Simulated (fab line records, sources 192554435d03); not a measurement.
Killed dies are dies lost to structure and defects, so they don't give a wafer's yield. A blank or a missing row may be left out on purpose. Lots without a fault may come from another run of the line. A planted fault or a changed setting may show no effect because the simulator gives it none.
Split-lot experiment | flow n5_finfet | 7 lots, 21 wafers read, on a route of 1938 steps

THE SPLIT
At N5_ZERO_LAYER_EXPOSE_08 (exposes mask ZERO, defocus 0 nm, target cd 2000 nm), the setting dose_mj was moved away from the recipe's 16.2 on 5 of the 21 wafers read, by -3.8% to +6.7%. The other wafers ran this setting at the recipe's value.

FROM THE SPLIT TO THE READING: what the file shows between them, 3 steps
- N5_ZERO_LAYER_PEB_09
- N5_ZERO_LAYER_DEVELOP_10: develop time 60 s
- N5_ZERO_LAYER_HARDBAKE_23: time 120 s

THE READING
cd_nm, in nm, at N5_ZERO_LAYER_CD_MEAS_11 (target cd 2000 nm). Fault-free wafers of this fab line usually give 2000.4 nm, standard deviation 1.6 nm.

wafer  | tool, chamber at the split | dose_mj as run | against the recipe | cd_nm, nm | against lot-mates on the recipe
L074.2 | krf_scanner-01, 0          | 15.89          | -1.9%              | 1995.5    | -4.1
L074.3 | krf_scanner-01, 0          | 16.2           | recipe             | 1999.6    | -
L074.5 | krf_scanner-01, 0          | 15.89          | -1.9%              | 1994.3    | -5.3
L076.1 | krf_scanner-02, 0          | 16.2           | recipe             | 2000.9    | -
L076.4 | krf_scanner-02, 0          | 17.29          | +6.7%              | 2013.6    | +13.8
L076.6 | krf_scanner-02, 0          | 16.2           | recipe             | 1998.7    | -
L077.1 | krf_scanner-02, 0          | 16.2           | recipe             | 2000.3    | -
L077.4 | krf_scanner-02, 0          | 16.2           | recipe             | 2003.8    | -
L077.6 | krf_scanner-02, 0          | 16.2           | recipe             | 2000.8    | -
L081.3 | krf_scanner-02, 0          | 16.2           | recipe             | 1999.4    | -
L081.4 | krf_scanner-02, 0          | 16.2           | recipe             | 2000.4    | -
L081.5 | krf_scanner-02, 0          | 15.58          | -3.8%              | 1992.4    | -7.5
L092.1 | krf_scanner-02, 0          | 16.2           | recipe             | 2001.4    | -
L092.4 | krf_scanner-02, 0          | 16.2           | recipe             | 2001.0    | -
L092.6 | krf_scanner-02, 0          | 16.2           | recipe             | 1999.9    | -
L094.2 | krf_scanner-01, 0          | 16.2           | recipe             | 1998.9    | -
L094.5 | krf_scanner-01, 0          | 16.2           | recipe             | 1999.9    | -
L094.6 | krf_scanner-01, 0          | 17.29          | +6.7%              | 2012.6    | +13.2
L097.1 | krf_scanner-01, 0          | 16.2           | recipe             | 1998.9    | -
L097.3 | krf_scanner-01, 0          | 16.2           | recipe             | 1998.0    | -
L097.5 | krf_scanner-01, 0          | 16.2           | recipe             | 1998.5    | -

THE FIT
A straight line over all 21 wafers: cd_nm changes by +2.01 nm for each +1% of dose_mj; r = +0.96; the points scatter about the line by 1.3 nm.
The same after taking each lot's own level away (the mean of its wafers on the recipe; 21 wafers): +2.03 nm for each +1%; r = +0.98; scatter 0.87 nm.
On that fit, the largest move of dose_mj shifts the reading by 14 nm.
The lots' own levels span 1998.47 to 2001.63 nm, that is 2.0 times the standard deviation above.
So the lot-to-lot level changes the slope little: the two slopes agree.
Check: with one of the wafers moved furthest among these (+6.7%) left out of the fit, the line predicts +13.5 nm for it against its lot-mates. It came out at +13.8 nm against them.

OTHER SPLITS ON THESE WAFERS
These wafers also went through other splits before the reading. Each is held against what the fit with the lots' levels taken away leaves over:
other split on the same wafers | wafers away from the commonest value | r with cd_nm (lot level and that fit taken away)
N5_ZERO_LAYER_PECVD_02 time_s  | 7                                    | -0.06

THE WHOLE CHAIN: every reading that the file lists as answering this split, in the file's order
step                     | what it does             | reading                                                           | change (the file's fit)              | r (the file's)
N5_ZERO_LAYER_CD_MEAS_11 | target cd 2000 nm        | cd_nm                                                             | +2.02 nm for each +1% of the setting | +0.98
N5_ZERO_LAYER_DESCUM_16  | chemistry O2, time 7.9 s | ZERO_LAYER.cd_nm (the simulator's own value, which no gauge read) | +2.02 nm for each +1% of the setting | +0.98

THE FILE'S OWN FIT
cd_nm changes by +2.02 nm for each +1% of dose_mj, r = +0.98.
